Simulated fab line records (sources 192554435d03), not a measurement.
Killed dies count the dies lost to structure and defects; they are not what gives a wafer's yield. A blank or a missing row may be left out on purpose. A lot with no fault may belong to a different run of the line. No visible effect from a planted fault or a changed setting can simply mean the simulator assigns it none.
fab line records + flow n5_finfet
[record]
- lots = 7
- wafers = 21
route steps=1938 shown MIM_BOT_LITHO@1858 MIM_BOT_ETCH@1868 PASSIVATION@1929
start_h: hours from the record's opening day to when the first of the lot's shown wafers began + wait_h: how many hours have passed since the lot's step before this one + " same as the row above + L1.1+2: several wafers, shown together as one row + - no value present, or no start provided + * or withheld: withheld + < > ~ a bound
route shown NAME@n: NAME is a module with steps in the file, n the number in the route of the first one + usual: mean and standard deviation over wafers with no fault + same: alike in all rows + chamber/n: place in a boat + sites: per-site readings + _std_site: standard deviation of those values + _edge_site: inner sites' mean taken away from outer sites' mean + radius_mm: for every site, how far away it sits from the centre of the wafer + mask NAME#n: copy n + behind: the tool/chamber that last shaped the wafer + hold: what put the lot on hold/how long, in hours/how the hold closed + device: which transistor (n, p or np) failed to switch + end of line: the route-end tests of the same wafers + for a step that has no rows: nothing shown but its recipe + killed: dies that structure and defects cost at the first sort, which is not the same as the wafer's yield + map: per-die view of a wafer (x killed, . not killed, _ where there is no die)
set.NAME: setting as actually run; set.NAME@STEP: the setting as run at that earlier step + model.NAME: the simulator's own value behind a step, which no gauge read
lots with deliberately changed settings; one table per step, one row per wafer
[[steps]]
[step N5_MIM_BOT_LITHO_EXPOSE_05]
[recipe]
- mask_id = MIM_BOT
- na = 0.55
- source_shape = conventional
- sigma_outer = 0.8
- polarization = unpolarized
- dose_mj = 24.25
| lot.wafer  | tool           | chamber | start_h | wait_h | mask      | set.dose_mj |
|------------|----------------|---------|---------|--------|-----------|-------------|
| L080.1+4   | krf_scanner-02 | 0       | 308.74  | -      | MIM_BOT#0 | 24.25       |
| L080.2     | "              | 0       | "       | "      | MIM_BOT#0 | 23.47       |
| L089.1     | krf_scanner-01 | 0       | 392.74  | -      | MIM_BOT#0 | 25.73       |
| L089.3+4   | "              | 0       | "       | "      | MIM_BOT#0 | 24.25       |
| L087.1+6   | krf_scanner-01 | 0       | 400.91  | -      | MIM_BOT#0 | 24.25       |
| L087.5     | "              | 0       | "       | "      | MIM_BOT#0 | 25.87       |
| L093.1+2+5 | krf_scanner-01 | 0       | 401.07  | -      | MIM_BOT#0 | 24.25       |
| L091.1+3+5 | krf_scanner-02 | 0       | 404.50  | -      | MIM_BOT#0 | 24.25       |
| L092.3+4+5 | krf_scanner-02 | 0       | 415.85  | -      | MIM_BOT#0 | 24.25       |
| L095.2+6   | krf_scanner-02 | 0       | 424.48  | -      | MIM_BOT#0 | 25.06       |
| L095.3     | "              | 0       | "       | "      | MIM_BOT#0 | 24.25       |
[step N5_MIM_BOT_LITHO_PEB_06]
[recipe]
- peb_temp_c = withheld
- peb_time_s = *
[step N5_MIM_BOT_LITHO_DEVELOP_07]
[recipe]
- develop_time_s = 60
- rinse_liquid = diw
- dry = air_spin
- dev_temp_c = 21
[step N5_MIM_BOT_LITHO_HARDBAKE_09]
[recipe]
- temp_c = 130
- time_s = 120
[step N5_MIM_BOT_LITHO_CD_MEAS_08]
[recipe]
- target_cd_nm = 3000
- landing_energy_ev = 500
- detector = se_inlens
- polarity = opening
[usual]
- cd_nm = 3001.0/1.8
| lot.wafer | tool      | chamber | start_h | wait_h | set.dose_mj@MIM_BOT_LITHO_EXPOSE_05 | cd_nm  |
|-----------|-----------|---------|---------|--------|-------------------------------------|--------|
| L080.1    | cd_sem-02 | 0       | 308.92  | -      | 24.25                               | 2998.3 |
| L080.2    | "         | 0       | "       | "      | 23.47                               | 2992.7 |
| L080.4    | "         | 0       | "       | "      | 24.25                               | 2998.4 |
| L089.1    | cd_sem-02 | 0       | 392.92  | -      | 25.73                               | 3008.9 |
| L089.3    | "         | 0       | "       | "      | 24.25                               | 2999.5 |
| L089.4    | "         | 0       | "       | "      | 24.25                               | 2998.1 |
| L087.1    | cd_sem-03 | 0       | 401.09  | -      | 24.25                               | 3000.6 |
| L087.5    | "         | 0       | "       | "      | 25.87                               | 3010.8 |
| L087.6    | "         | 0       | "       | "      | 24.25                               | 2998.9 |
| L093.1    | cd_sem-01 | 0       | 401.25  | -      | 24.25                               | 2997.2 |
| L093.2    | "         | 0       | "       | "      | 24.25                               | 2996.0 |
| L093.5    | "         | 0       | "       | "      | 24.25                               | 2998.4 |
| L091.1    | cd_sem-01 | 0       | 404.68  | -      | 24.25                               | 3004.3 |
| L091.3    | "         | 0       | "       | "      | 24.25                               | 3002.0 |
| L091.5    | "         | 0       | "       | "      | 24.25                               | 3003.3 |
| L092.3    | cd_sem-01 | 0       | 416.01  | -      | 24.25                               | 3002.1 |
| L092.4    | "         | 0       | "       | "      | 24.25                               | 3001.2 |
| L092.5    | "         | 0       | "       | "      | 24.25                               | 3000.2 |
| L095.2    | cd_sem-01 | 0       | 424.65  | -      | 25.06                               | 3005.0 |
| L095.3    | "         | 0       | "       | "      | 24.25                               | 3000.7 |
| L095.6    | "         | 0       | "       | "      | 25.06                               | 3007.1 |
[step N5_MIM_BOT_ETCH_ETCH_00]
[recipe]
- chemistry = Cl2/BCl3
- target = TiN
- target_depth_a = 455
- ion_energy_ev = 150
- pressure_mtorr = 10
- icp_w = 1000
- bias_w = 126
- Cl2_flow_sccm = 53.25
- bcl3_flow_sccm = 21.75
- Ar_flow_sccm = 25
| lot.wafer | tool         | chamber | start_h | wait_h | set.bias_w | model.etch.depth_nm |
|-----------|--------------|---------|---------|--------|------------|---------------------|
| L080.1    | rie_metal-01 | 1       | 309.25  | 0.1    | 137.3      | 49.53               |
| L080.2    | "            | 0       | "       | "      | 126        | 46.91               |
| L080.4    | "            | 1       | "       | "      | 126        | 47.51               |
| L089.1    | rie_metal-01 | 0       | 393.27  | 0.1    | 119        | 46.15               |
| L089.3    | "            | 1       | "       | "      | 126        | 47.43               |
| L089.4    | "            | 0       | "       | "      | 126        | 47.53               |
| L087.1    | rie_metal-03 | 1       | 401.42  | 0.1    | 126        | 45.76               |
| L087.5    | "            | 0       | "       | "      | 126        | 44.27               |
| L087.6    | "            | 1       | "       | "      | 126        | 45.61               |
| L093.1    | rie_metal-02 | 1       | 401.58  | 0.1    | 134.9      | 47.11               |
| L093.2    | "            | 0       | "       | "      | 134.9      | 47.42               |
| L093.5    | "            | 0       | "       | "      | 126        | 46.38               |
| L091.1    | rie_metal-03 | 1       | 405.02  | 0.1    | 104.9      | 42.86               |
| L091.3    | "            | 0       | "       | "      | 104.9      | 41.85               |
| L091.5    | "            | 1       | "       | "      | 126        | 45.96               |
| L092.3    | rie_metal-03 | 0       | 416.38  | 0.1    | 126        | 44.64               |
| L092.4    | "            | 1       | "       | "      | 126        | 46.54               |
| L092.5    | "            | 1       | "       | "      | 126        | 46.36               |
| L095.2    | rie_metal-01 | 0       | 424.99  | 0.1    | 126        | 46.99               |
| L095.3    | "            | 0       | "       | "      | 126        | 47.05               |
| L095.6    | "            | 1       | "       | "      | 126        | 47.2                |
[step N5_PASSIVATION_PASS_ETCH_47]
[recipe]
- chemistry = CF4/O2
- target = SiNx
- target_depth_a = 7700
- time_s = 385
- ion_energy_ev = 100
- pressure_mtorr = 40
- source_w = 535
- bias_w = 49
- Ar_flow_sccm = 100
- cf4_flow_sccm = 100
- O2_flow_sccm = 10
[usual]
- rf_vpp_V = 240/3.8
| lot.wafer | tool        | chamber | start_h | wait_h | set.source_w | rf_vpp_V |
|-----------|-------------|---------|---------|--------|--------------|----------|
| L080.1    | rie_diel-03 | 2       | 317.00  | 0.0    | 535          | 236      |
| L080.2    | "           | 3       | "       | "      | 535          | 235      |
| L080.4    | "           | 1       | "       | "      | 535          | 241      |
| L089.1    | rie_diel-01 | 0       | 399.33  | 0.0    | 563.3        | 236      |
| L089.3    | "           | 1       | "       | "      | 535          | 240      |
| L089.4    | "           | 1       | "       | "      | 535          | 239      |
| L087.1    | rie_diel-01 | 3       | 406.01  | 0.0    | 535          | 237      |
| L087.5    | "           | 1       | "       | "      | 510.3        | 246      |
| L087.6    | "           | 0       | "       | "      | 510.3        | 250      |
| L093.1    | rie_diel-01 | 2       | 406.60  | 0.0    | 535          | 236      |
| L093.2    | "           | 3       | "       | "      | 535          | 238      |
| L093.5    | "           | 3       | "       | "      | 535          | 239      |
| L091.1    | rie_diel-03 | 3       | 411.07  | 0.0    | 535          | 236      |
| L091.3    | "           | 2       | "       | "      | 535          | 235      |
| L091.5    | "           | 2       | "       | "      | 460.8        | 255      |
| L092.3    | rie_diel-04 | 3       | 422.27  | 0.0    | 535          | 236      |
| L092.4    | "           | 2       | "       | "      | 535          | 241      |
| L092.5    | "           | 2       | "       | "      | 535          | 239      |
| L095.2    | rie_diel-04 | 1       | 432.96  | 0.0    | 535          | 242      |
| L095.3    | "           | 2       | "       | "      | 577.4        | 231      |
| L095.6    | "           | 2       | "       | "      | 577.4        | 230      |
[[key]]
[split]
- step = N5_MIM_BOT_LITHO_EXPOSE_05
- setting = dose_mj
- stated = 24.25
- by = wafer
[response]
- step = N5_MIM_BOT_LITHO_CD_MEAS_08
- reading = cd_nm
- change = +1.66
- per = 1%
- r = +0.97
[split]
- step = N5_MIM_BOT_ETCH_ETCH_00
- setting = bias_w
- stated = 126
- by = wafer
[response]
- step = N5_MIM_BOT_ETCH_ETCH_00
- reading = model.etch.depth_nm
- change = +0.214
- per = 1%
- r = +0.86
[split]
- step = N5_PASSIVATION_PASS_ETCH_47
- setting = source_w
- stated = 535
- by = wafer
[response]
- step = N5_PASSIVATION_PASS_ETCH_47
- reading = rf_vpp_V
- change = -1.43
- per = 1%
- r = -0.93
